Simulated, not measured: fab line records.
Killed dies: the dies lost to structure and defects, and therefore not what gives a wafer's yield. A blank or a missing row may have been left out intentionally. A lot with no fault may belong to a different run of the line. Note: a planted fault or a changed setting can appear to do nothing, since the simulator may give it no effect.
2 desks looking at one fault / flow n5-finfet / each desk has only its own numbers; what lay behind them comes last

## DESK OF THE TOOL OWNER: krf-scanner-02
The tool's own readings at N5_MIM_TOP_LITHO_EXPOSE_05 (exposes mask MIM TOP, target cd 2000 nm): means of the sampled wafers that have a number, for each lot that ran on this tool. Marked OUT: a lot whose mean sits more than 4 standard deviations from the usual mean, which makes it out of limits; the brackets give that distance.
Columns: A = stage-vel-mm-s at N5_MIM_TOP_LITHO_EXPOSE_05, usual 499.97 mm/s
lot=L997; first seen here=day 12 11:16; A=500.02
lot=L100; first seen here=day 13 03:50; A=499.97
lot=L101; first seen here=day 13 07:04; A=499.95
lot=L102; first seen here=day 14 03:22; A=500.35
lot=L111; first seen here=day 16 07:35; A=499.97
lot=L110; first seen here=day 16 07:58; A=500.04
lot=L117; first seen here=day 17 02:59; A=500.01
lot=L120; first seen here=day 18 11:10; A=499.80
This desk's verdict: no lot among the 8 shows anything out of limits.

## FROM THE METROLOGY DESK
What the gauges read, lot by lot, whatever tool the lot ran on: means of the sampled wafers that have a number. Marked OUT: a lot whose mean sits more than 4 standard deviations from the usual mean, which makes it out of limits; the brackets give that distance.
Columns: A = M15_RS at N5_BEOL_M15_RS_MEAS_54, usual 0.0216 ohm/sq; B = cd-nm at N5_MIM_TOP_LITHO_CD_MEAS_08, usual 1999.8 nm
lot=L997; first seen here=day 12 07:20; A=0.0220; B=2000.3
lot=L100; first seen here=day 13 00:14; A=0.0216; B=1997.9
lot=L101; first seen here=day 13 04:25; A=0.0212; B=1995.9
lot=L102; first seen here=day 13 23:40; A=0.0216; B=1996.6
lot=L111; first seen here=day 16 02:59; A=0.0214; B=2000.3
lot=L110; first seen here=day 16 04:32; A=0.0214; B=2001.7
lot=L113; first seen here=day 16 09:37; A=0.0212; B=2001.0
lot=L117; first seen here=day 16 20:52; A=0.0215; B=1998.3
lot=L119; first seen here=day 17 10:45; A=0.0216; B=1999.9
lot=L118; first seen here=day 17 14:39; A=0.0213; B=1998.0
lot=L120; first seen here=day 18 08:19; A=0.0218; B=2000.6
This desk's verdict: no lot among the 11 shows anything out of limits.

## PUT TOGETHER
The tool owner's desk saw nothing out of limits.
The metrology desk saw nothing out of limits.

## WHAT WAS PUT IN BY THE SIMULATOR
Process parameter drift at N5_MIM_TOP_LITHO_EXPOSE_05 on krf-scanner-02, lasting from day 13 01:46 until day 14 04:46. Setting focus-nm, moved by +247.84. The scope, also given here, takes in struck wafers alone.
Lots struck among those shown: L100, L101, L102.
